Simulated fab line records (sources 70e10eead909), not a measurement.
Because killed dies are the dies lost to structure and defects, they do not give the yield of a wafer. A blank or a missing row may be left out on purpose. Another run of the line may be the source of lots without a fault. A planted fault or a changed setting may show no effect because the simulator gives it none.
Which of the tools did it? | flow nand harc | 6 lots, 18 wafers sampled, at 5 steps of a route of 1302

WHAT THE GAUGES SHOWED, per wafer
NHARC_END_SORT_01.
lot  | measured     | on        | killed at periphery
L865 | day 26 07:04 | prober-01 | 1 2 0
L866 | day 26 22:43 | prober-01 | 4 8 1
L870 | day 28 08:12 | prober-02 | 638 628 632
L872 | day 29 18:56 | prober-01 | 610 621 612
L881 | day 33 14:46 | prober-02 | 5 2 2
L883 | day 34 07:01 | prober-01 | 2 3 5

EACH LOT AND THE TOOL THAT RAN IT (in order: tool; ch and the chambers of the sampled wafers; start)
lot  | NHARC_P_GATE_DEP_103            | NHARC_P_GATE_HM_OPEN_105                     | NHARC_P_GATE_ALD_36               | NHARC_P_GATE_ETCHBACK_37
L865 | pecvd-02 ch 0,2, day 6 21:37    | rie diel-12 ch 0,2, day 7 01:07 or earlier   | ald sin-01 ch 1,2,3, day 7 01:07  | rie diel-02 ch 2,3, day 26 07:04 or earlier
L866 | pecvd-01 ch 0,1, day 7 15:49    | rie diel-12 ch 1,2,3, day 7 19:05 or earlier | ald sin-03 ch 0,3, day 7 19:05    | rie diel-12 ch 2,3, day 26 22:43 or earlier
L870 | pecvd-02 ch 0,1, day 9 06:43    | rie diel-09 ch 2,3, day 9 09:53 or earlier   | ald sin-03 ch 0,1, day 9 09:53    | rie diel-02 ch 0,2,3, day 28 08:12 or earlier
L872 | pecvd-04 ch 0,1,2, day 10 03:51 | rie diel-09 ch 1,3, day 10 08:05 or earlier  | ald sin-04 ch 0,2,3, day 10 08:05 | rie diel-02 ch 0,1,3, day 29 18:56 or earlier
L881 | pecvd-01 ch 1,2, day 13 19:00   | rie diel-02 ch 1,3, day 13 21:04 or earlier  | ald sin-04 ch 1,3, day 13 21:04   | rie diel-09 ch 1,3, day 33 14:46 or earlier
L883 | pecvd-01 ch 0,2, day 14 15:20   | rie diel-12 ch 0,2, day 14 17:28 or earlier  | ald sin-01 ch 1,2,3, day 14 17:28 | rie diel-12 ch 0,1,3, day 34 07:01 or earlier
- NHARC_P_GATE_DEP_103: deposits SiON, target thk 30 nm.
- NHARC_P_GATE_HM_OPEN_105: chemistry O2/COS, target depth 360 nm.
- NHARC_P_GATE_ALD_36: deposits SiNx, target thk 20 nm, pulse time 60 s, ald cycles 223.
- NHARC_P_GATE_ETCHBACK_37: etches the open film in CHF3/O2, target depth 34.5 nm, time 17.2 s.

THE ANSWER, worked out from the rows above alone
Rule: the lots themselves supply what counts as usual. Put in order of their means at a reading, lots are off if they are a third of the lots or fewer, leave a main group of 4 or more, and stand apart from it by a gap of 3 or more times the standard deviation of the main group's means; of several such gaps the widest counts. Not used: any main group whose means are identical at the precision the tables above print for the reading. Also off: a lot with no number at a reading for which 4 or more lots have one. Any other lot the step has rows for is counted as sound.
Off, at NHARC_END_SORT_01 on killed at periphery: L870, L872. The main group: mean 2.9, standard deviation 1.2.
A tool fits if, at a process step before that reading, it ran every lot that is off, and no sound lot after the first of them. Gauges at NHARC_END_SORT_01: tried the same way as those tools. NHARC_P_GATE_HM_OPEN_105: start missing for some lots; hours and lot order therefore follow NHARC_P_GATE_ALD_36. NHARC_P_GATE_ETCHBACK_37: start missing for some lots; hours and lot order therefore follow NHARC_END_SORT_01. Undecided on this evidence; 2 tools fit (rie diel-09 at NHARC_P_GATE_HM_OPEN_105, rie diel-02 at NHARC_P_GATE_ETCHBACK_37).

WHAT WAS PUT IN BY THE SIMULATOR
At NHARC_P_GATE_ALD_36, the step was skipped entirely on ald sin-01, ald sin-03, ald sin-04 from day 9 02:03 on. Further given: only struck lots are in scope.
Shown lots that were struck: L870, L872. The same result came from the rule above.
